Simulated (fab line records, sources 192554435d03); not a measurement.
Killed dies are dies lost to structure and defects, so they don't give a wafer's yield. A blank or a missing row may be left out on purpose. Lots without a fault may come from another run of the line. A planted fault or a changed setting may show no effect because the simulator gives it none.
Split-lot experiment | flow n5_finfet | 7 lots, 21 wafers read, on a route of 1938 steps

THE SPLIT
At N5_BEOL_M8_EXPOSE_08 (exposes mask M8), the setting dose_mj was moved away from the recipe's 68.25 on 6 of the 21 wafers read, by -5.0% to +7.4%. The other wafers ran this setting at the recipe's value.

FROM THE SPLIT TO THE READING: what the file shows between them, 18 steps
- N5_BEOL_M8_PEB_09: peb time 60 s
- N5_BEOL_M8_DEVELOP_10: develop time 30 s
- N5_BEOL_M8_CD_MEAS_11: target cd 38.5 nm
- N5_BEOL_M8_DESCUM_16: chemistry O2, time 7.9 s
- N5_BEOL_M8_ETCH_61: etches SiARC in CF4, target depth 45.5 nm, time 75.8 s
- N5_BEOL_M8_ETCH_62: etches SOC in N2/H2, target depth 110 nm, overetch 22 nm, time 165 s
- N5_BEOL_M8_STRIP_68: strips in N2/H2
- N5_BEOL_M8_STRIP_67: strips in CF4
- N5_BEOL_M8_HM_OPEN_17: chemistry Cl2/BCl3, target TiN, target depth 20 nm, overetch 6 nm
- N5_BEOL_M8_STRIP_19: strips in O2
- N5_BEOL_M8_CD_MEAS_18: pitch 80 nm, target cd 40 nm
- N5_BEOL_M8_COAT_63: time 60 s, resist thk 60 nm
- N5_BEOL_M8_COAT_64: time 60 s, resist thk 12 nm
- N5_BEOL_M8_STRIP_80: strips in N2/H2, time 10 s
- N5_BEOL_M8_HM_STRIP_39: strips TiN in peroxide tin strip, target depth 25 nm, time 158 s
- N5_BEOL_M8_SRD_40: time 30 s
- N5_BEOL_M8_PRECLEAN_42: cleans in residue remover, time 60 s
- N5_BEOL_M8_SRD_43: time 30 s

THE READING
cd_nm, in nm, at N5_BEOL_M8_CD_MEAS_35 (target cd 40 nm). Fault-free wafers of this fab line usually give 40.1 nm, standard deviation 0.78 nm.

wafer  | tool, chamber at the split | dose_mj as run | against the recipe | cd_nm, nm | against lot-mates on the recipe
L074.2 | arfi_scanner-02, 0         | 68.25          | recipe             | 39.2      | -
L074.4 | arfi_scanner-02, 0         | 68.25          | recipe             | 40.4      | -
L074.5 | arfi_scanner-02, 0         | 68.25          | recipe             | 40.4      | -
L079.1 | arfi_scanner-02, 0         | 73.32          | +7.4%              | 44.1      | +3.0
L079.2 | arfi_scanner-02, 0         | 73.32          | +7.4%              | 44.5      | +3.4
L079.6 | arfi_scanner-02, 0         | 68.25          | recipe             | 41.1      | -
L086.2 | arfi_scanner-02, 0         | 68.25          | recipe             | 39.0      | -
L086.5 | arfi_scanner-02, 0         | 68.25          | recipe             | 39.5      | -
L086.6 | arfi_scanner-02, 0         | 69.76          | +2.2%              | 40.1      | +0.9
L088.2 | arfi_scanner-02, 0         | 68.25          | recipe             | 39.1      | -
L088.4 | arfi_scanner-02, 0         | 68.25          | recipe             | 39.2      | -
L088.6 | arfi_scanner-02, 0         | 68.25          | recipe             | 39.6      | -
L087.1 | arfi_scanner-01, 0         | 68.25          | recipe             | 40.7      | -
L087.3 | arfi_scanner-01, 0         | 68.25          | recipe             | 39.7      | -
L087.4 | arfi_scanner-01, 0         | 72.11          | +5.7%              | 43.0      | +2.8
L090.3 | arfi_scanner-02, 0         | 68.25          | recipe             | 40.5      | -
L090.5 | arfi_scanner-02, 0         | 64.86          | -5.0%              | 37.0      | -3.1
L090.6 | arfi_scanner-02, 0         | 68.25          | recipe             | 39.7      | -
L089.1 | arfi_scanner-02, 0         | 70.64          | +3.5%              | 41.6      | +1.5
L089.3 | arfi_scanner-02, 0         | 68.25          | recipe             | 40.2      | -
L089.5 | arfi_scanner-02, 0         | 68.25          | recipe             | 40.0      | -

THE FIT
A straight line over all 21 wafers: cd_nm changes by +0.571 nm for each +1% of dose_mj; r = +0.94; the points scatter about the line by 0.61 nm.
The same after taking each lot's own level away (the mean of its wafers on the recipe; 21 wafers): +0.476 nm for each +1%; r = +0.96; scatter 0.39 nm.
On that fit, the largest move of dose_mj shifts the reading by 3.5 nm.
The lots' own levels span 39.25 to 41.10 nm, that is 2.4 times the standard deviation above.
So the lot-to-lot level changes the slope: the two fits differ.
Check: with one of the wafers moved furthest among these (+7.4%) left out of the fit, the line predicts +3.65 nm for it against its lot-mates. It came out at +3 nm against them.

OTHER SPLITS ON THESE WAFERS
These wafers also went through other splits before the reading. Each is held against what the fit with the lots' levels taken away leaves over:
other split on the same wafers    | wafers away from the commonest value | r with cd_nm (lot level and that fit taken away)
N5_BEOL_M6_HM_DEP_02 target_thk_a | 5                                    | +0.11
N5_BEOL_M7_PECVD_70 temp_c        | 2                                    | -0.28
N5_BEOL_M8_PECVD_70 temp_c        | 9                                    | -0.15

THE WHOLE CHAIN: every reading that the file lists as answering this split, in the file's order
step                  | what it does                                                         | reading                                                               | change (the file's fit)               | r (the file's)
N5_BEOL_M8_CD_MEAS_11 | target cd 38.5 nm                                                    | cd_nm                                                                 | +0.541 nm for each +1% of the setting | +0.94
N5_BEOL_M8_ETCH_61    | etches SiARC in CF4, target depth 45.5 nm, time 75.8 s               | BEOL_M8.cd_offset_nm (the simulator's own value, which no gauge read) | +0.545 nm for each +1% of the setting | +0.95
N5_BEOL_M8_ETCH_62    | etches SOC in N2/H2, target depth 110 nm, overetch 22 nm, time 165 s | BEOL_M8.cd_offset_nm (the simulator's own value, which no gauge read) | +0.516 nm for each +1% of the setting | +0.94
N5_BEOL_M8_CD_MEAS_18 | pitch 80 nm, target cd 40 nm                                         | cd_nm                                                                 | +0.523 nm for each +1% of the setting | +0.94
N5_BEOL_M8_CD_MEAS_35 | target cd 40 nm                                                      | cd_nm                                                                 | +0.48 nm for each +1% of the setting  | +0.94

THE FILE'S OWN FIT
cd_nm changes by +0.48 nm for each +1% of dose_mj, r = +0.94.
